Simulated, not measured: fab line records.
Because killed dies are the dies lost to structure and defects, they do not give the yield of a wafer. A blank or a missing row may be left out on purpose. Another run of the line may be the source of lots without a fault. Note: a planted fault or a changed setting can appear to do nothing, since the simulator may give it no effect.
Split-lot trial / flow n5-finfet / 21 wafers read across 7 lots, on a route 1938 steps long

== THE SPLIT ==
At N5_GATE_CUT_ETCH_56 (etches TiN in Cl2/Ar, target depth 21.6 nm), the setting icp-w was moved away from the recipe's 600 W on 10 of the 21 wafers read, by -17.0% to +13.0%. The other wafers ran this setting at the recipe's value.

The split's own step is where the reading is taken.

== THE READING ==
etch.depth-nm (the simulator's own value, which no gauge read), in nm, at N5_GATE_CUT_ETCH_56 (etches TiN in Cl2/Ar, target depth 21.6 nm). The file does not state a usual value for it. Average 21.64 nm, standard deviation 0.15 nm, over the 11 wafers here run with the recipe.

wafer=L074.3; tool, chamber at the split=rie-metal-02, 0; icp-w as run, W=600; against the recipe=recipe; etch.depth-nm, nm=21.82; against lot-mates on the recipe=-
wafer=L074.4; tool, chamber at the split=rie-metal-02, 1; icp-w as run, W=600; against the recipe=recipe; etch.depth-nm, nm=21.93; against lot-mates on the recipe=-
wafer=L074.6; tool, chamber at the split=rie-metal-02, 0; icp-w as run, W=600; against the recipe=recipe; etch.depth-nm, nm=21.76; against lot-mates on the recipe=-
wafer=L078.1; tool, chamber at the split=rie-metal-03, 0; icp-w as run, W=546.9; against the recipe=-8.9%; etch.depth-nm, nm=20.05; against lot-mates on the recipe=-1.60
wafer=L078.3; tool, chamber at the split=rie-metal-03, 0; icp-w as run, W=600; against the recipe=recipe; etch.depth-nm, nm=21.71; against lot-mates on the recipe=-
wafer=L078.4; tool, chamber at the split=rie-metal-03, 1; icp-w as run, W=600; against the recipe=recipe; etch.depth-nm, nm=21.59; against lot-mates on the recipe=-
wafer=L080.1; tool, chamber at the split=rie-metal-02, 1; icp-w as run, W=600; against the recipe=recipe; etch.depth-nm, nm=21.54; against lot-mates on the recipe=-
wafer=L080.3; tool, chamber at the split=rie-metal-02, 1; icp-w as run, W=677.7; against the recipe=+13.0%; etch.depth-nm, nm=24.18; against lot-mates on the recipe=+2.64
wafer=L080.5; tool, chamber at the split=rie-metal-02, 1; icp-w as run, W=677.7; against the recipe=+13.0%; etch.depth-nm, nm=24.31; against lot-mates on the recipe=+2.77
wafer=L082.1; tool, chamber at the split=rie-metal-03, 1; icp-w as run, W=600; against the recipe=recipe; etch.depth-nm, nm=21.44; against lot-mates on the recipe=-
wafer=L082.3; tool, chamber at the split=rie-metal-03, 1; icp-w as run, W=600; against the recipe=recipe; etch.depth-nm, nm=21.53; against lot-mates on the recipe=-
wafer=L082.6; tool, chamber at the split=rie-metal-03, 1; icp-w as run, W=533.3; against the recipe=-11.1%; etch.depth-nm, nm=19.55; against lot-mates on the recipe=-1.93
wafer=L086.1; tool, chamber at the split=rie-metal-03, 0; icp-w as run, W=600; against the recipe=recipe; etch.depth-nm, nm=21.69; against lot-mates on the recipe=-
wafer=L086.2; tool, chamber at the split=rie-metal-03, 1; icp-w as run, W=497.7; against the recipe=-17.0%; etch.depth-nm, nm=18.38; against lot-mates on the recipe=-3.25
wafer=L086.3; tool, chamber at the split=rie-metal-03, 1; icp-w as run, W=600; against the recipe=recipe; etch.depth-nm, nm=21.57; against lot-mates on the recipe=-
wafer=L090.3; tool, chamber at the split=rie-metal-02, 1; icp-w as run, W=566.9; against the recipe=-5.5%; etch.depth-nm, nm=20.62; against lot-mates on the recipe=no lot-mate on the recipe
wafer=L090.4; tool, chamber at the split=rie-metal-02, 0; icp-w as run, W=566.9; against the recipe=-5.5%; etch.depth-nm, nm=20.66; against lot-mates on the recipe=no lot-mate on the recipe
wafer=L090.6; tool, chamber at the split=rie-metal-02, 1; icp-w as run, W=566.9; against the recipe=-5.5%; etch.depth-nm, nm=20.61; against lot-mates on the recipe=no lot-mate on the recipe
wafer=L097.1; tool, chamber at the split=rie-metal-03, 0; icp-w as run, W=548.6; against the recipe=-8.6%; etch.depth-nm, nm=20.2; against lot-mates on the recipe=-1.26
wafer=L097.2; tool, chamber at the split=rie-metal-03, 1; icp-w as run, W=600; against the recipe=recipe; etch.depth-nm, nm=21.46; against lot-mates on the recipe=-
wafer=L097.3; tool, chamber at the split=rie-metal-03, 1; icp-w as run, W=548.6; against the recipe=-8.6%; etch.depth-nm, nm=20.07; against lot-mates on the recipe=-1.39

FIT RESULTS
A straight line over all 21 wafers: etch.depth-nm changes by +0.192 nm for each +1% of icp-w; r = +1.00; the points scatter about the line by 0.13 nm.
The same after taking each lot's own level away (the mean of its wafers on the recipe; 18 wafers): +0.191 nm for each +1%; r = +1.00; scatter 0.13 nm.
That fit puts the effect of the largest move of icp-w on the reading at 3.3 nm.
Across the lots, their own levels run from 21.460 to 21.837 nm, a range of 2.5 times the standard deviation given above.
Hence the lot-to-lot level has little effect on the slope; both slopes agree.
Check: with one of the wafers moved furthest among these (-17.0%) left out of the fit, the line predicts -3.14 nm for it against its lot-mates. Against them it came out at -3.25 nm.

== THESE WAFERS: OTHER SPLITS ==
Note: prior to the reading, these wafers also went through further splits. Each is held against what the fit with the lots' levels taken away leaves over:
other split on the same wafers=N5_HKMG_FIN_ETCH_58 bias-w; wafers away from the commonest value=8; r with etch.depth-nm (lot level and that fit taken away)=+0.52

== FILE'S OWN FIT ==
etch.depth-nm changes by +0.187 nm for each +1% of icp-w, r = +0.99.
